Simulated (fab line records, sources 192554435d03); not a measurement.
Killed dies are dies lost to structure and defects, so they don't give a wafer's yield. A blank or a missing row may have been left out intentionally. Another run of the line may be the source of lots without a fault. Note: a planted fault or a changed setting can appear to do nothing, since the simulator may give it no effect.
Which tool did it?    flow n5Finfet    24 lots with 72 wafers sampled at 6 steps, on a route of 1938 steps

WHAT THE GAUGES READ, wafer by wafer
N5_BEOL_M3_CD_MEAS_18: pitch 36 nm, target cd 18 nm. Usual: cdNm reads 18.2 nm (standard deviation 0.32).
lot   measured      on        cdNm (nm)       flag
L075  day 7 00:24   cdSem-01  17.6 18.0 18.0  
L074  day 7 04:30   cdSem-03  18.2 18.1 18.4  
L076  day 7 06:52   cdSem-03  18.2 18.1 17.6  
L077  day 7 11:20   cdSem-02  17.8 18.6 17.9  
L079  day 8 01:42   cdSem-01  18.1 17.8 18.3  
L078  day 8 10:26   cdSem-03  18.4 17.9 18.1  
L080  day 8 17:13   cdSem-02  18.2 18.5 18.1  
L081  day 8 21:07   cdSem-02  18.2 18.5 18.2  
L082  day 8 21:21   cdSem-01  18.3 18.7 18.5  
L083  day 8 23:59   cdSem-01  18.2 18.1 18.0  
L084  day 9 19:23   cdSem-01  18.3 18.5 18.4  
L085  day 10 05:25  cdSem-02  18.1 18.1 18.7  
L086  day 10 06:10  cdSem-02  18.1 18.5 18.4  
L087  day 11 02:08  cdSem-03  17.4 17.9 17.7  
L088  day 11 08:00  cdSem-01  18.2 18.1 17.6  
L089  day 11 08:07  cdSem-02  18.7 18.7 18.1  
L091  day 11 10:45  cdSem-01  18.8 18.5 18.6  
L090  day 11 12:24  cdSem-01  17.9 18.0 18.3  
L092  day 11 19:28  cdSem-03  18.7 18.5 18.5  
L093  day 12 01:22  cdSem-02  18.4 17.4 17.7  
L094  day 12 02:16  cdSem-02  18.4 18.3 18.1  
L095  day 12 07:36  cdSem-01  18.4 18.2 18.4  
L096  day 12 22:58  cdSem-03  18.4 17.9 18.1  
L097  day 13 04:16  cdSem-03  18.3 18.9 17.7  

N5_BEOL_M3_OCD_MEAS_38. Usual: trenchDepthNm reads 55.3 nm (standard deviation 1.1).
lot   measured      on      trenchDepthNm (nm)  flag
L075  day 7 02:13   ocd-02  55.1 55.4 56.3      
L074  day 7 05:38   ocd-02  54.3 54.3 54.7      
L076  day 7 09:53   ocd-02  54.8 55.2 56.3      
L077  day 7 15:18   ocd-02  55.2 54.5 54.6      
L079  day 8 09:33   ocd-01  56.1 53.7 54.1      
L078  day 8 13:56   ocd-01  55.9 55.1 54.9      
L080  day 8 23:54   ocd-01  54.1 54.9 54.2      
L081  day 9 02:52   ocd-01  55.0 54.5 54.8      
L082  day 9 02:56   ocd-01  55.0 55.6 55.8      
L083  day 9 03:10   ocd-02  55.5 54.7 56.5      
L084  day 9 21:26   ocd-01  54.0 54.1 56.0      
L085  day 10 06:40  ocd-01  54.9 55.7 54.6      
L086  day 10 10:16  ocd-02  56.3 54.7 54.1      
L087  day 11 03:34  ocd-02  57.2 57.4 58.1      
L088  day 11 11:20  ocd-02  56.2 56.6 55.1      
L089  day 11 11:20  ocd-01  55.5 54.9 55.2      
L091  day 11 14:40  ocd-02  54.4 54.5 54.4      
L090  day 11 15:01  ocd-02  54.3 54.2 56.9      
L092  day 12 00:02  ocd-01  56.6 54.2 55.0      
L093  day 12 05:38  ocd-01  55.1 56.5 56.2      
L094  day 12 05:44  ocd-02  57.7 55.5 57.2      
L095  day 12 13:41  ocd-02  54.7 55.2 55.4      
L096  day 13 00:20  ocd-02  57.8 56.6 57.3      
L097  day 13 06:47  ocd-02  55.2 54.2 55.8      

N5_BEOL_M4_THK_MEAS_01. Usual: M4_ILD_THK typically reads 79.3 nm, with standard deviation 0.93.
lot   measured      on            M4_ILD_THK (nm)  flag
L075  day 7 06:25   filmMetro-02  79.6 80.8 80.9   
L074  day 7 11:19   filmMetro-02  78.0 78.7 80.5   
L076  day 7 14:23   filmMetro-01  77.2 77.6 78.8   
L077  day 7 20:56   filmMetro-01  79.1 79.2 79.5   
L079  day 8 15:11   filmMetro-01  78.7 79.7 80.3   
L078  day 8 18:16   filmMetro-01  77.7 79.0 78.9   
L080  day 9 03:45   filmMetro-01  79.0 79.8 79.8   
L081  day 9 07:15   filmMetro-02  78.0 79.5 79.5   
L082  day 9 07:05   filmMetro-02  77.6 78.0 79.0   
L083  day 9 08:05   filmMetro-02  79.6 79.9 80.7   
L084  day 10 01:29  filmMetro-01  78.3 80.1 79.9   
L085  day 10 10:26  filmMetro-02  77.8 79.7 80.9   
L086  day 10 14:28  filmMetro-02  79.1 80.1 80.0   
L087  day 11 07:41  filmMetro-01  77.8 79.1 79.4   
L088  day 11 15:27  filmMetro-02  78.3 80.7 79.7   
L089  day 11 17:32  filmMetro-02  77.6 79.7 79.4   
L091  day 11 19:05  filmMetro-01  79.1 79.1 78.3   
L090  day 11 19:30  filmMetro-02  78.6 79.5 79.3   
L092  day 12 04:07  filmMetro-02  80.1 79.4 79.0   
L093  day 12 09:49  filmMetro-01  79.9 78.6 80.3   
L094  day 12 11:40  filmMetro-02  78.9 81.0 80.0   
L095  day 12 17:48  filmMetro-01  79.1 79.8 80.9   
L096  day 13 04:36  filmMetro-01  78.0 79.6 79.5   
L097  day 13 10:32  filmMetro-01  78.2 79.7 80.3   

WHICH TOOL RAN EACH LOT (tool, then ch and the chambers of the sampled wafers, then the start)
lot   N5_BEOL_M3_ETCH_69                 N5_BEOL_M3_ANNEAL_95         N5_BEOL_M3_SPUTTER_96
L075  rieDiel-03 ch 0,3, day 7 01:02     pvdSputter-01, day 7 05:04   pvdSputter-01, day 7 05:13
L074  rieDiel-03 ch 1,3, day 7 05:02     pvdSputter-02, day 7 09:58   pvdSputter-02, day 7 10:07
L076  rieDiel-04 ch 0,1,2, day 7 07:28   pvdSputter-03, day 7 13:01   pvdSputter-03, day 7 13:09
L077  rieDiel-04 ch 0,2,3, day 7 11:57   pvdSputter-03, day 7 19:34   pvdSputter-03, day 7 19:43
L079  rieDiel-03 ch 0,1, day 8 02:19     pvdSputter-03, day 8 13:50   pvdSputter-03, day 8 13:59
L078  rieDiel-04 ch 0,2,3, day 8 10:55   pvdSputter-01, day 8 16:32   pvdSputter-01, day 8 16:41
L080  rieDiel-04 ch 0,1,3, day 8 17:42   pvdSputter-03, day 9 02:25   pvdSputter-03, day 9 02:33
L081  rieDiel-01 ch 0,2,3, day 8 21:37   pvdSputter-02, day 9 05:47   pvdSputter-02, day 9 05:56
L082  rieDiel-04 ch 1,2, day 8 22:01     pvdSputter-01, day 9 05:46   pvdSputter-01, day 9 05:54
L083  rieDiel-03 ch 0,1,3, day 9 00:37   pvdSputter-03, day 9 06:17   pvdSputter-03, day 9 06:25
L084  rieDiel-01 ch 2,3, day 9 19:53     pvdSputter-02, day 10 00:10  pvdSputter-02, day 10 00:18
L085  rieDiel-01 ch 1,2,3, day 10 06:02  pvdSputter-03, day 10 09:06  pvdSputter-03, day 10 09:14
L086  rieDiel-01 ch 0,1,3, day 10 06:39  pvdSputter-02, day 10 13:08  pvdSputter-02, day 10 13:17
L087  rieDiel-01 ch 1,3, day 11 02:38    pvdSputter-02, day 11 06:22  pvdSputter-02, day 11 06:30
L088  rieDiel-03 ch 1,3, day 11 08:37    pvdSputter-02, day 11 14:05  pvdSputter-02, day 11 14:13
L089  rieDiel-04 ch 1,3, day 11 08:40    pvdSputter-02, day 11 15:55  pvdSputter-02, day 11 16:04
L091  rieDiel-04 ch 1,2,3, day 11 11:21  pvdSputter-01, day 11 17:42  pvdSputter-01, day 11 17:50
L090  rieDiel-01 ch 1,2,3, day 11 12:54  pvdSputter-02, day 11 18:06  pvdSputter-02, day 11 18:14
L092  rieDiel-01 ch 0,2,3, day 11 20:05  pvdSputter-01, day 12 02:44  pvdSputter-01, day 12 02:52
L093  rieDiel-01 ch 0,2,3, day 12 01:52  pvdSputter-02, day 12 08:18  pvdSputter-02, day 12 08:26
L094  rieDiel-03 ch 0,1,2, day 12 02:46  pvdSputter-02, day 12 10:19  pvdSputter-02, day 12 10:28
L095  rieDiel-03 ch 0,1, day 12 08:13    pvdSputter-01, day 12 16:25  pvdSputter-01, day 12 16:34
L096  rieDiel-01 ch 0,1,3, day 12 23:35  pvdSputter-03, day 13 03:07  pvdSputter-03, day 13 03:15
L097  rieDiel-01 ch 0,1,2, day 13 04:53  pvdSputter-02, day 13 09:11  pvdSputter-02, day 13 09:20
- N5_BEOL_M3_ETCH_69: etches SiARC in CF4, target depth 15.6 nm, time 26 s.
- N5_BEOL_M3_ANNEAL_95: time 240 s.
- N5_BEOL_M3_SPUTTER_96: material Cu, target thk 4.5 nm, time 8.29 s.

AS READ BY THE TOOLS THEMSELVES (means over the sampled wafers that have a number; for cases with no such wafer, the mark the record gives instead)
N5_BEOL_M3_ETCH_69. Usual: drypumpMotorCurrentA 5.6 A, standard deviation 0.44; etchRfOnTimeS 25.9 s, standard deviation 0.44; oesProductAu 0.67 a.u., standard deviation 0.076; rfFwdPowerW 532.0 W, standard deviation 1.9; rfVppV 183.7 V, standard deviation 1.1; showerheadPlenumPTorr 2.12 Torr, standard deviation 0.073; throttleValvePct 15.49 %, standard deviation 0.24.
lot   tool        drypumpMotorCurrentA (A)  etchRfOnTimeS (s)  oesProductAu (a.u.)  rfFwdPowerW (W)  rfVppV (V)  showerheadPlenumPTorr (Torr)  throttleValvePct (%)  flag
L075  rieDiel-03  5.9                       25.9               0.59                 532.9            183.8       2.11                          15.56                 
L074  rieDiel-03  6.1                       25.9               0.60                 531.2            184.9       2.18                          15.94                 
L076  rieDiel-04  5.9                       25.8               0.67                 531.7            182.8       2.09                          15.46                 
L077  rieDiel-04  5.7                       26.0               0.65                 532.7            182.9       2.11                          15.52                 
L079  rieDiel-03  6.1                       26.1               0.59                 531.7            184.4       2.13                          15.65                 
L078  rieDiel-04  5.7                       25.9               0.65                 534.2            183.1       2.11                          15.52                 
L080  rieDiel-04  5.6                       25.6               0.61                 534.1            182.7       2.04                          15.62                 
L081  rieDiel-01  5.2                       26.5               0.70                 533.4            183.6       2.14                          15.42                 
L082  rieDiel-04  5.9                       25.8               0.68                 530.4            182.6       2.04                          15.30                 
L083  rieDiel-03  6.0                       25.9               0.58                 532.0            184.1       2.14                          15.78                 
L084  rieDiel-01  5.5                       26.2               0.65                 532.2            184.6       2.18                          15.53                 
L085  rieDiel-01  5.5                       25.6               0.68                 532.6            183.3       2.13                          15.48                 
L086  rieDiel-01  5.4                       26.1               0.71                 530.7            184.0       2.14                          15.37                 
L087  rieDiel-01  5.7                       25.6               0.69                 530.9            183.9       2.14                          15.44                 
L088  rieDiel-03  6.1                       25.5               0.72                 533.7            184.3       2.17                          15.69                 
L089  rieDiel-04  5.5                       25.7               0.62                 531.1            182.1       1.99                          15.47                 
L091  rieDiel-04  5.7                       25.9               0.65                 531.6            182.2       2.06                          15.39                 
L090  rieDiel-01  5.5                       26.2               0.66                 531.1            184.3       2.12                          15.51                 
L092  rieDiel-01  5.3                       26.0               0.68                 531.8            183.7       2.13                          15.46                 
L093  rieDiel-01  5.3                       26.5               0.67                 530.3            183.4       2.13                          15.47                 
L094  rieDiel-03  5.8                       25.4               0.80                 531.0            184.6       2.15                          15.31                 
L095  rieDiel-03  6.1                       24.9               0.82                 532.6            184.7       2.12                          15.22                 
L096  rieDiel-01  5.4                       26.2               0.69                 530.2            183.4       2.13                          15.41                 
L097  rieDiel-01  5.3                       26.2               0.69                 531.3            182.9       2.08                          15.42                 

N5_BEOL_M3_ANNEAL_95. Usual: heaterPowerW reads 870 W (standard deviation 41).
lot   tool           heaterPowerW (W)  flag
L075  pvdSputter-01  866               
L074  pvdSputter-02  856               
L076  pvdSputter-03  859               
L077  pvdSputter-03  860               
L079  pvdSputter-03  919               
L078  pvdSputter-01  869               
L080  pvdSputter-03  843               
L081  pvdSputter-02  878               
L082  pvdSputter-01  849               
L083  pvdSputter-03  865               
L084  pvdSputter-02  862               
L085  pvdSputter-03  843               
L086  pvdSputter-02  879               
L087  pvdSputter-02  855               
L088  pvdSputter-02  885               
L089  pvdSputter-02  851               
L091  pvdSputter-01  871               
L090  pvdSputter-02  856               
L092  pvdSputter-01  915               
L093  pvdSputter-02  887               
L094  pvdSputter-02  870               
L095  pvdSputter-01  859               
L096  pvdSputter-03  844               
L097  pvdSputter-02  836               

N5_BEOL_M3_SPUTTER_96. Usual: chamberPressurePa 0.07 Pa, standard deviation 0.00015; throttleValvePct 29.9 %, standard deviation 1.2.
lot   tool           chamberPressurePa (Pa)  throttleValvePct (%)  flag
L075  pvdSputter-01  0.07                    30.6                  
L074  pvdSputter-02  0.07                    29.7                  
L076  pvdSputter-03  0.07                    30.0                  
L077  pvdSputter-03  0.07                    29.7                  
L079  pvdSputter-03  0.07                    30.0                  
L078  pvdSputter-01  0.07                    30.7                  
L080  pvdSputter-03  0.07                    29.6                  
L081  pvdSputter-02  0.07                    28.4                  
L082  pvdSputter-01  0.07                    31.2                  
L083  pvdSputter-03  0.07                    30.1                  
L084  pvdSputter-02  0.07                    30.0                  
L085  pvdSputter-03  0.07                    29.6                  
L086  pvdSputter-02  0.07                    29.4                  
L087  pvdSputter-02  0.07                    29.5                  
L088  pvdSputter-02  0.07                    29.8                  
L089  pvdSputter-02  0.07                    29.0                  
L091  pvdSputter-01  0.07                    29.8                  
L090  pvdSputter-02  0.07                    29.9                  
L092  pvdSputter-01  0.07                    30.4                  
L093  pvdSputter-02  0.07                    29.4                  
L094  pvdSputter-02  0.07                    29.0                  
L095  pvdSputter-01  0.07                    30.4                  
L096  pvdSputter-03  0.07                    29.1                  
L097  pvdSputter-02  0.07                    28.9                  

THE ANSWER, worked out from the rows above alone
Rule: lot off if the mean of its wafers having a number is beyond 3 standard deviations from the usual mean. A lot without any number at a reading at which 4 lots or more have one is off too. The other lots that the step has rows for count as sound. After the gauges, taken in route order, come the tools' own readings; for these a lot's mean is taken, as printed above. The first step at which some lot is off is used, and at that step the reading that is off furthest; a lot without a number counts as furthest.
Nothing can be told from this: no lot is off at any reading shown.

WHAT THE SIMULATOR HAD PUT IN
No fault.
